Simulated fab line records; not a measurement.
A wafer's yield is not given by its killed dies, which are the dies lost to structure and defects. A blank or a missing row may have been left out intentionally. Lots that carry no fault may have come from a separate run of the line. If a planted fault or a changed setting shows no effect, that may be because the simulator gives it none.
Chamber matching / flow n5 finfet / N5_BEOL_M1_VIA_ETCH_34 on rie diel-05 has 4 sister chambers
The step etches the open film in C4F6/O2, target depth 67.8 nm, time 64.4 s. 8 wafers are shown with their chamber, then 8 later ones without.

== WAFERS, EACH WITH ITS CHAMBER ==
wafer=L079.4; chamber=3; throttle valve pct (%)=30.88; drypump motor current A (A)=5.2
wafer=L080.3; chamber=1; throttle valve pct (%)=31.08; drypump motor current A (A)=5.7
wafer=L080.4; chamber=0; throttle valve pct (%)=30.12; drypump motor current A (A)=6.0
wafer=L080.5; chamber=2; throttle valve pct (%)=30.60; drypump motor current A (A)=6.7
wafer=L083.1; chamber=2; throttle valve pct (%)=30.60; drypump motor current A (A)=6.7
wafer=L083.4; chamber=1; throttle valve pct (%)=31.08; drypump motor current A (A)=5.8
wafer=L083.5; chamber=3; throttle valve pct (%)=30.90; drypump motor current A (A)=5.2
wafer=L088.1; chamber=0; throttle valve pct (%)=30.16; drypump motor current A (A)=5.9

== WAFERS WITH NO CHAMBER GIVEN ==
wafer=L088.3; throttle valve pct (%)=31.10; drypump motor current A (A)=5.7
wafer=L088.5; throttle valve pct (%)=30.15; drypump motor current A (A)=5.9
wafer=L093.1; throttle valve pct (%)=31.09; drypump motor current A (A)=5.7
wafer=L093.2; throttle valve pct (%)=30.16; drypump motor current A (A)=5.9
wafer=L093.4; throttle valve pct (%)=31.10; drypump motor current A (A)=5.7
wafer=L094.2; throttle valve pct (%)=30.15; drypump motor current A (A)=5.9
wafer=L094.3; throttle valve pct (%)=31.10; drypump motor current A (A)=5.7
wafer=L094.4; throttle valve pct (%)=30.92; drypump motor current A (A)=5.2

== CHAMBER TAKEN BY EACH ==
wafer=L088.3; from the rows above=1; in truth=1
wafer=L088.5; from the rows above=0; in truth=0
wafer=L093.1; from the rows above=1; in truth=1
wafer=L093.2; from the rows above=0; in truth=0
wafer=L093.4; from the rows above=1; in truth=1
wafer=L094.2; from the rows above=0; in truth=0
wafer=L094.3; from the rows above=1; in truth=1
wafer=L094.4; from the rows above=3; in truth=3
Correct placement for 8 of the 8. Can't be placed from these rows: 0. 0 placed wrongly.
How it was worked out, from the rows above alone: a wafer's distance from a chamber is the root of the sum, over the readings, of the square of ((its reading less the chamber's mean) divided by the reading's scatter). If the next closest chamber is less than 2 further off than the closest, the wafer can't be placed; otherwise it belongs to the closest. The mean given for a chamber averages the wafers shown for that chamber. The scatter: the root of (the sum of the squares of (reading less its chamber's mean) over the shown wafers, divided by (wafers less chambers)).
